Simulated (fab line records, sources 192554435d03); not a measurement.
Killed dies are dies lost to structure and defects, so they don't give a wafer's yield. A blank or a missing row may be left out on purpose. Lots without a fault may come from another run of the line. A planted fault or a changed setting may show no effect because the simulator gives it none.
Split-lot experiment | flow n5_finfet | 7 lots, 39 wafers read, on a route of 1938 steps

THE SPLIT
At N5_SD_EPI_N_ETCH_45 (etches SiOCN in CH3F/O2, target depth 6 nm), the setting target_depth_a was moved away from the recipe's 60 angstrom on 15 of the 39 wafers read, by -31.0% to +58.8%. The other wafers ran this setting at the recipe's value.

The reading is taken at the split's own step.

THE READING
etch.depth_nm (the simulator's own value, which no gauge read), in nm, at N5_SD_EPI_N_ETCH_45 (etches SiOCN in CH3F/O2, target depth 6 nm). The file gives no usual value for it. The 24 wafers here that ran the recipe average 6.050 nm, standard deviation 0.19 nm.

wafer  | tool, chamber at the split | target_depth_a as run, angstrom | against the recipe | etch.depth_nm, nm | against lot-mates on the recipe
L075.1 | rie_diel-05, 2             | 73.87                           | +23.1%             | 7.546             | +1.609
L075.2 | rie_diel-05, 0             | 60                              | recipe             | 5.795             | -
L075.3 | rie_diel-05, 3             | 73.87                           | +23.1%             | 7.652             | +1.715
L075.4 | rie_diel-05, 0             | 60                              | recipe             | 5.817             | -
L075.5 | rie_diel-05, 2             | 73.87                           | +23.1%             | 7.519             | +1.582
L075.6 | rie_diel-05, 3             | 60                              | recipe             | 6.2               | -
L077.1 | rie_diel-03, 0             | 41.77                           | -30.4%             | 4.395             | -1.730
L077.2 | rie_diel-03, 3             | 41.77                           | -30.4%             | 4.171             | -1.954
L077.3 | rie_diel-03, 1             | 41.77                           | -30.4%             | 4.273             | -1.852
L077.4 | rie_diel-03, 0             | 60                              | recipe             | 6.259             | -
L077.5 | rie_diel-03, 1             | 60                              | recipe             | 6.154             | -
L077.6 | rie_diel-03, 3             | 60                              | recipe             | 5.962             | -
L079.1 | rie_diel-04, 0             | 60                              | recipe             | 5.936             | -
L079.2 | rie_diel-04, 2             | 60                              | recipe             | 5.839             | -
L079.3 | rie_diel-04, 3             | 92.22                           | +53.7%             | 9.522             | +3.651
L079.4 | rie_diel-04, 1             | 92.22                           | +53.7%             | 8.938             | +3.067
L079.5 | rie_diel-04, 3             | 92.22                           | +53.7%             | 9.545             | +3.674
L079.6 | rie_diel-04, 2             | 60                              | recipe             | 5.837             | -
L088.1 | rie_diel-04, 3             | 95.26                           | +58.8%             | 9.702             | +3.847
L088.2 | rie_diel-04, 1             | 60                              | recipe             | 5.68              | -
L088.3 | rie_diel-04, 2             | 95.26                           | +58.8%             | 9.071             | +3.216
L088.4 | rie_diel-04, 2             | 60                              | recipe             | 5.733             | -
L088.5 | rie_diel-04, 3             | 60                              | recipe             | 6.152             | -
L088.6 | rie_diel-04, 1             | 95.26                           | +58.8%             | 9.063             | +3.208
L089.1 | rie_diel-03, 1             | 41.39                           | -31.0%             | 4.184             | -2.068
L089.2 | rie_diel-03, 0             | 60                              | recipe             | 6.292             | -
L089.3 | rie_diel-03, 2             | 41.39                           | -31.0%             | 4.286             | -1.966
L089.4 | rie_diel-03, 3             | 41.39                           | -31.0%             | 4.108             | -2.144
L089.5 | rie_diel-03, 0             | 60                              | recipe             | 6.337             | -
L089.6 | rie_diel-03, 1             | 60                              | recipe             | 6.126             | -
L090.1 | rie_diel-03, 0             | 60                              | recipe             | 6.36              | -
L090.2 | rie_diel-03, 2             | 60                              | recipe             | 6.176             | -
L090.3 | rie_diel-03, 3             | 60                              | recipe             | 5.956             | -
L090.4 | rie_diel-03, 1             | 60                              | recipe             | 6.133             | -
L090.5 | rie_diel-03, 2             | 60                              | recipe             | 6.184             | -
L090.6 | rie_diel-03, 1             | 60                              | recipe             | 6.121             | -
L093.4 | rie_diel-05, 2             | 60                              | recipe             | 6.015             | -
L093.5 | rie_diel-05, 3             | 60                              | recipe             | 6.183             | -
L093.6 | rie_diel-05, 0             | 60                              | recipe             | 5.956             | -

THE FIT
A straight line over all 39 wafers: etch.depth_nm changes by +0.0585 nm for each +1% of target_depth_a; r = +0.99; the points scatter about the line by 0.22 nm.
The same after taking each lot's own level away (the mean of its wafers on the recipe; 39 wafers): +0.0622 nm for each +1%; r = +0.99; scatter 0.19 nm.
On that fit, the largest move of target_depth_a shifts the reading by 3.7 nm.
The lots' own levels span 5.8550 to 6.2517 nm, that is 2.1 times the standard deviation above.
So the lot-to-lot level changes the slope little: the two slopes agree.
Check: with one of the wafers moved furthest among these (+58.8%) left out of the fit, the line predicts +3.63 nm for it against its lot-mates. It came out at +3.85 nm against them.

OTHER SPLITS ON THESE WAFERS
These wafers also went through other splits before the reading. Each is held against what the fit with the lots' levels taken away leaves over:
other split on the same wafers          | wafers away from the commonest value | r with etch.depth_nm (lot level and that fit taken away)
N5_ZERO_LAYER_DEVELOP_10 develop_time_s | 15                                   | +0.00
N5_FIN_SAQP_SPACER1_ALD_24 ald_cycles   | 15                                   | +0.26

THE FILE'S OWN FIT
etch.depth_nm changes by +0.0622 nm for each +1% of target_depth_a, r = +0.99.
